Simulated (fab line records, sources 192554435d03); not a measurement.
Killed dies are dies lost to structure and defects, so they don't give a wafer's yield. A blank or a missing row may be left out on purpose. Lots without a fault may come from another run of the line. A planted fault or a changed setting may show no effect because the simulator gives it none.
fab line records | flow n5_finfet
record lots=9 wafers=27 last_day=18
route steps=1938 shown BEOL_M2@860 BEOL_M4@1111
lots that met no fault: from a run of the same line without faults
start_h: hours from the record's first day to the start of the lot's first wafer shown | wait_h: hours since the lot's step before | " the same as in the row above | L1.1+2: a row that stands for several wafers | - no value, or no start given | * or withheld: withheld | < > ~ a bound
route shown NAME@n: a module of which the file shows steps, and the number in the route of the first | usual: mean/standard deviation of fault-free wafers | same: alike in all rows | chamber/n: place in a boat | sites: the reading at each site | _std_site: their standard deviation | _edge_site: outer sites' mean less inner sites' | radius_mm: how far each site lies from the wafer's centre | mask NAME#n: copy n | behind: the tool/chamber that last shaped the wafer | hold: why the lot was held/for how many hours/how that ended | device: the transistor (n, p or np) that didn't switch | end of line: the same wafers' tests at the end of the route | a step without rows: its recipe alone | killed: dies lost to structure and defects at the first sort, not the wafer's yield | map: a wafer's dies, x killed, . not, _ none there
set.NAME: the setting as run; set.NAME@STEP: as run at that earlier step | model.NAME: the simulator's own value behind a step, which no gauge read
steps of the route over a sample of lots; a table a step, a row a wafer
services: from which hour (start_h, from the record's first day; less than 0 if before it) a tool's chamber was out of use, for how many hours, and why
## steps
# step N5_BEOL_M2_ETCH_64
# recipe chemistry=N2/H2 target=SOC target_depth_a=750 overetch_a=225 mask_material=SiARC temp_c=40 time_s=121.9 ion_energy_ev=200 pressure_mtorr=30 source_w=840 bias_w=150 n2_flow_sccm=200 h2_flow_sccm=200
# usual drypump_motor_current_A=5.8/0.57 oes_product_au=0.57/0.039 rf_vpp_V=523.1/2.4 showerhead_plenum_p_Torr=2.52/0.077 throttle_valve_pct=17.9/0.32
# columns lot.wafer tool chamber start_h wait_h drypump_motor_current_A oes_product_au rf_hours_counter_h rf_vpp_V showerhead_plenum_p_Torr throttle_valve_pct
L788.3 rie_diel-06 2 149.38 0.1 4.9 0.54 - 527.2 2.63 18.2
L788.4 " 1 " " 5.5 0.55 - 521.3 2.42 18.3
L788.6 " 1 " " 5.5 0.55 - 519.5 2.42 18.2
L791.1 rie_diel-05 2 168.36 0.0 6.2 0.55 194 524.4 2.54 18.3
L791.3 " 1 " " 6.7 0.60 108 524.9 2.55 17.4
L791.6 " 1 " " 6.7 0.60 - 522.0 2.55 17.4
L794.1 rie_diel-06 0 186.05 0.0 5.8 0.53 219 519.9 2.40 18.1
L794.4 " 3 " " 5.0 0.55 183 522.1 2.44 17.5
L794.5 " 0 " " 5.8 0.53 - 521.6 2.40 18.1
L800.4 rie_diel-02 1 224.35 0.0 6.7 0.61 94 527.3 2.66 17.4
L800.5 " 3 " " 5.7 0.54 - 524.0 2.50 17.9
L800.6 " 2 " " 6.1 0.59 - 524.8 2.56 17.9
L801.1 rie_diel-02 3 239.21 0.0 5.7 0.54 224 523.3 2.49 17.9
L801.3 " 1 " " 6.7 0.60 100 527.0 2.66 17.3
L801.5 " 0 " " 5.7 0.57 - 523.7 2.52 17.8
L804.2 rie_diel-05 3 247.34 0.0 5.5 0.63 69 521.5 2.47 17.7
L804.5 " 0 " " 6.4 0.61 - 523.5 2.55 17.8
L804.6 " 3 " " 5.4 0.63 - 522.6 2.47 17.7
L803.3 rie_diel-05 3 254.90 0.0 5.4 0.63 72 523.4 2.47 17.7
L803.5 " 1 " " 6.7 0.58 - 522.9 2.54 17.5
L803.6 " 0 " " 6.4 0.60 - 523.0 2.55 17.8
L807.2 rie_diel-05 3 258.65 0.0 5.5 0.62 73 521.7 2.47 17.7
L807.4 " 2 " " 6.2 0.54 221 523.3 2.53 18.3
L807.6 " 3 " " 5.4 0.63 - 522.4 2.47 17.7
L808.1 rie_diel-06 2 266.63 0.0 4.9 0.51 238 525.2 2.61 18.3
L808.5 " 1 " " 5.5 0.52 - 520.4 2.41 18.3
L808.6 " 2 " " 4.9 0.51 - 526.6 2.61 18.3
# step N5_BEOL_M2_ETCH_77
# recipe chemistry=N2/H2 target=underlayer target_depth_a=65 mask_material=CAR-EUV time_s=5.2 ion_energy_ev=200 pressure_mtorr=30 source_w=840 bias_w=150 n2_flow_sccm=200 h2_flow_sccm=200 ends=cleared
# usual drypump_motor_current_A=5.6/0.56 etch_rf_on_time_s=5.30/0.15 oes_product_au=0.62/0.046 rf_vpp_V=522.8/2.6 showerhead_plenum_p_Torr=2.50/0.082 throttle_valve_pct=18.0/0.33
# columns lot.wafer tool chamber start_h wait_h drypump_motor_current_A etch_rf_on_time_s oes_product_au rf_hours_counter_h rf_vpp_V showerhead_plenum_p_Torr throttle_valve_pct
L788.3 rie_diel-06 2 151.88 0.0 4.9 5.49 0.58 - 525.4 2.63 18.2
L788.4 " 1 " " 5.5 5.25 0.61 - 522.2 2.42 18.3
L788.6 " 1 " " 5.5 5.32 0.60 - 518.1 2.42 18.3
L791.1 rie_diel-06 3 169.35 0.0 5.0 5.30 0.61 177 519.4 2.44 17.5
L791.3 " 2 " " 4.9 5.51 0.57 209 525.2 2.62 18.3
L791.6 " 1 " " 5.5 5.27 0.59 - 520.9 2.42 18.3
L794.1 rie_diel-05 1 186.90 0.0 6.7 5.26 0.66 116 527.2 2.55 17.5
L794.4 " 3 " " 5.5 5.33 0.72 52 523.3 2.48 17.7
L794.5 " 2 " " 6.3 5.34 0.60 - 523.8 2.53 18.3
L800.4 rie_diel-06 3 225.18 0.0 5.0 5.29 0.61 192 521.0 2.43 17.5
L800.5 " 2 " " 4.9 5.50 0.57 - 523.6 2.62 18.3
L800.6 " 3 " " 5.0 5.33 0.60 - 519.3 2.43 17.6
L801.1 rie_diel-06 2 240.21 0.0 4.9 5.48 0.56 230 526.1 2.61 18.3
L801.3 " 0 " " 5.8 5.29 0.59 235 518.2 2.40 18.2
L801.5 " 0 " " 5.8 5.26 0.59 - 521.4 2.40 18.2
L804.2 rie_diel-06 1 248.17 0.0 5.5 5.28 0.59 211 521.0 2.41 18.3
L804.5 " 2 " " 4.9 5.62 0.55 - 526.3 2.61 18.3
L804.6 " 3 " " 5.0 5.41 0.60 - 519.1 2.43 17.5
L803.3 rie_diel-05 3 256.03 0.0 5.5 5.21 0.71 72 523.3 2.47 17.8
L803.5 " 2 " " 6.2 5.34 0.59 - 526.3 2.53 18.4
L803.6 " 3 " " 5.5 5.23 0.70 - 522.5 2.47 17.8
L807.2 rie_diel-06 0 259.75 0.0 5.8 5.31 0.58 241 518.0 2.40 18.2
L807.4 " 2 " " 4.9 5.52 0.56 236 524.3 2.61 18.3
L807.6 " 3 " " 5.0 5.37 0.60 - 520.1 2.43 17.6
L808.1 rie_diel-06 3 267.66 0.0 5.0 5.27 0.60 204 520.5 2.43 17.6
L808.5 " 2 " " 4.9 5.43 0.56 - 524.4 2.61 18.3
L808.6 " 1 " " 5.5 5.23 0.58 - 520.0 2.41 18.4
# step N5_BEOL_M2_STRIP_36
# recipe chemistry=N2/H2 power_w=450 temp_c=40 pressure_mtorr=20 rf_frequency_hz=6e+07 overash_fraction=0.3 bias_power_w=7 h2_frac=0.5 n2_flow_sccm=200 h2_flow_sccm=200
# usual chamber_pressure_mTorr=20.003/0.03 drypump_motor_current_A=5.9/0.55 oes_product_au=0.74/0.052 rf_vpp_V=59.0/1.5 showerhead_plenum_p_Torr=2.53/0.078 throttle_valve_pct=23.6/0.41
# columns lot.wafer tool chamber start_h wait_h chamber_pressure_mTorr drypump_motor_current_A oes_product_au rf_hours_counter_h rf_vpp_V showerhead_plenum_p_Torr throttle_valve_pct
L788.3 rie_diel-06 0 160.01 0.0 19.995 5.8 0.69 209 58.6 2.40 23.9
L788.4 " 3 " " 20.009 5.0 0.74 173 58.4 2.44 23.2
L788.6 " 2 " " 20.004 4.9 0.67 - 62.1 2.62 24.1
L791.1 rie_diel-02 2 170.76 0.0 26.008 6.1 0.78 108 60.7 2.56 23.7
L791.3 " 3 " " 25.951 5.7 0.71 201 62.2 2.50 23.7
L791.6 " 1 " " 26.032 6.7 0.82 - 57.5 2.67 22.9
L794.1 rie_diel-02 3 190.70 0.0 26.033 5.7 0.72 208 59.0 2.50 23.7
L794.4 " 2 " " 26.011 6.1 0.77 115 59.3 2.56 23.7
L794.5 " 1 " " 26.015 6.7 0.82 - 58.9 2.67 22.9
L800.4 rie_diel-02 3 244.07 0.0 19.961 5.7 0.70 226 58.5 2.49 23.7
L800.5 " 3 " " 20.053 5.7 0.70 - 61.0 2.49 23.7
L800.6 " 0 " " 20.000 5.7 0.76 - 59.2 2.52 23.4
L801.1 rie_diel-02 2 257.09 0.0 20.029 6.1 0.76 138 59.1 2.55 23.7
L801.3 " 1 " " 20.040 6.7 0.80 107 59.5 2.65 23.0
L801.5 " 2 " " 19.988 6.1 0.74 - 59.1 2.55 23.7
L804.2 rie_diel-06 2 266.98 0.0 19.986 4.9 0.67 238 57.2 2.61 24.1
L804.5 " 1 " " 20.031 5.5 0.68 - 59.3 2.40 24.2
L804.6 " 2 " " 19.966 4.9 0.66 - 59.4 2.61 24.1
L807.2 rie_diel-02 2 275.29 0.0 19.987 6.1 0.75 144 58.9 2.55 23.7
L807.4 " 3 " " 19.993 5.7 0.69 236 57.0 2.48 23.7
L807.6 " 2 " " 20.046 6.1 0.76 - 59.1 2.55 23.8
L803.3 rie_diel-02 0 278.61 0.0 19.950 5.7 0.76 182 59.9 2.51 23.4
L803.5 " 0 " " 20.003 5.7 0.75 - 58.1 2.51 23.5
L803.6 " 3 " " 20.019 5.7 0.69 - 56.9 2.48 23.7
L808.1 rie_diel-02 1 295.08 0.0 20.030 6.7 0.78 120 57.3 2.65 23.0
L808.5 " 3 " " 19.945 5.7 0.68 - 57.9 2.48 23.7
L808.6 " 1 " " 19.945 6.8 0.78 - 59.4 2.65 23.0
# step N5_BEOL_M2_PRE_CLEAN_45
# recipe gas=H2/He time_s=30 temp_c=250
# usual heater_power_w=338/31
# columns lot.wafer tool chamber start_h wait_h heater_power_w
L788.3 pvd_sputter-01 - 160.88 0.0 367
L788.4 " - " " 402
L788.6 " - " " 297
L791.1 pvd_sputter-01 - 171.64 0.0 299
L791.3 " - " " 389
L791.6 " - " " 292
L794.1 pvd_sputter-03 - 191.68 0.0 339
L794.4 " - " " 358
L794.5 " - " " 338
L800.4 pvd_sputter-02 - 244.51 0.0 363
L800.5 " - " " 332
L800.6 " - " " 334
L801.1 pvd_sputter-02 - 257.82 0.0 318
L801.3 " - " " 373
L801.5 " - " " 345
L804.2 pvd_sputter-03 - 267.49 0.0 341
L804.5 " - " " 342
L804.6 " - " " 348
L807.2 pvd_sputter-02 - 275.88 0.0 345
L807.4 " - " " 338
L807.6 " - " " 323
L803.3 pvd_sputter-01 - 279.31 0.0 359
L803.5 " - " " 353
L803.6 " - " " 300
L808.1 pvd_sputter-02 - 295.59 0.0 340
L808.5 " - " " 348
L808.6 " - " " 336
# step N5_BEOL_M4_RC_MEAS_101
# usual DIBL_N=36.3/2 DIBL_P=36.3/2.4 IOFF_N=0.16/0.034 IOFF_P=0.21/0.035 ION_N=672/12 ION_P=459/6.5 SS_N=71.6/0.67 SS_P=73.3/0.71 VT_N=250/3.5 VT_P=-251/3
# columns lot.wafer tool chamber start_h wait_h DIBL_N[mV/V] DIBL_P[mV/V] IOFF_N[nA/um] IOFF_P[nA/um] ION_N[uA/um] ION_P[uA/um] SS_N[mV/dec] SS_P[mV/dec] VT_N[mV] VT_P[mV]
L788.3 prober-02 0 184.97 0.3 35.0 34.4 0.14 0.18 666 453 71.1 73.2 249 -254
L788.4 " 0 " " 33.2 31.5 0.10 0.13 647 440 70.8 72.8 256 -256
L788.6 " 0 " " 33.3 32.3 0.11 0.15 650 452 70.9 72.7 256 -253
L791.1 prober-01 0 200.49 0.0 34.8 35.7 0.14 0.19 674 460 71.6 72.7 251 -250
L791.3 " 0 " " 36.4 37.8 0.16 0.22 675 467 71.6 73.9 249 -249
L791.6 " 0 " " 36.4 36.9 0.17 0.21 680 458 70.6 73.1 247 -251
L794.1 prober-02 0 242.48 0.0 36.2 34.9 0.14 0.16 668 452 71.8 73.0 253 -257
L794.4 " 0 " " 40.1 40.8 0.23 0.26 681 462 72.4 73.9 245 -251
L794.5 " 0 " " 39.7 37.9 0.20 0.21 677 453 73.6 73.3 252 -252
L800.4 prober-01 0 286.85 0.5 33.0 33.7 0.12 0.18 658 457 71.0 72.3 253 -250
L800.5 " 0 " " 36.1 36.9 0.17 0.23 656 454 71.5 73.2 250 -248
L800.6 " 0 " " 35.6 36.2 0.15 0.22 669 455 71.2 73.1 250 -251
L801.1 prober-02 0 302.96 0.0 36.1 37.3 0.15 0.22 661 462 71.3 73.1 249 -248
L801.3 " 0 " " 36.9 37.7 0.16 0.22 669 469 70.7 72.8 249 -245
L801.5 " 0 " " 36.7 38.0 0.16 0.22 684 474 72.0 73.5 249 -248
L804.2 prober-02 0 308.36 0.2 36.9 37.5 0.17 0.21 678 459 71.0 73.6 248 -251
L804.5 " 0 " " 34.1 33.3 0.12 0.14 659 448 70.7 72.5 255 -256
L804.6 " 0 " " 39.1 39.4 0.21 0.23 682 458 72.3 73.4 246 -251
L807.2 prober-02 0 313.77 0.2 36.8 36.2 0.16 0.20 676 458 71.6 74.0 251 -249
L807.4 " 0 " " 33.8 32.4 0.12 0.15 666 460 70.9 72.0 255 -256
L807.6 " 0 " " 34.3 33.0 0.13 0.16 672 459 70.7 72.4 253 -252
L803.3 prober-02 0 319.02 0.3 37.0 38.8 0.20 0.25 682 462 71.8 74.3 247 -248
L803.5 " 0 " " 34.8 34.8 0.15 0.19 666 454 71.2 74.1 249 -252
L803.6 " 0 " " 38.7 38.5 0.24 0.24 676 458 72.4 74.0 244 -249
L808.1 prober-01 0 326.38 0.0 36.8 37.1 0.19 0.22 680 459 71.8 73.0 248 -249
L808.5 " 0 " " 37.2 37.9 0.20 0.24 679 459 72.0 73.4 246 -248
L808.6 " 0 " " 36.1 36.1 0.18 0.21 684 462 72.0 72.6 245 -251
## services
# columns tool chamber start_h hours kind
rie_diel-06 0 138.95 18.3 repair
rie_diel-05 - 146.10 14.6 pm
rie_diel-05 0 161.45 14.5 repair
rie_diel-05 2 176.47 4.3 repair
pvd_sputter-02 - 197.53 7.5 repair
rie_diel-02 - 212.23 1.0 repair
rie_diel-06 - 227.77 0.4 repair
rie_diel-05 3 229.94 6.9 repair
rie_diel-05 2 235.44 7.4 repair
rie_diel-05 - 260.09 1.4 repair
rie_diel-06 0 287.51 - clean
rie_diel-06 0 287.51 - consumable_replace:focus_ring
rie_diel-06 0 287.51 - consumable_replace:showerhead
rie_diel-06 0 287.51 16.2 scheduled_down
rie_diel-06 0 287.51 16.2 vent_cycle
rie_diel-02 0 294.09 10.7 repair
## key
first_sign step=N5_BEOL_M2_STRIP_36 reading=chamber_pressure_mTorr direction=up sigmas=99+ usual=* struck=*
effect none on later readings
met_at N5_BEOL_M2_STRIP_36
struck_lots L791,L794
not_acting_at N5_BEOL_M2_ETCH_64,N5_BEOL_M2_ETCH_77,N5_BEOL_M2_PRE_CLEAN_45
fault kind=process_parameter_drift tool=rie_diel-02 chamber=- onset_h=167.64 steps=N5_BEOL_M2_STRIP_36 channel=pressure_mtorr offset=* shape=step end_h=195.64 acts_in=* stated=*
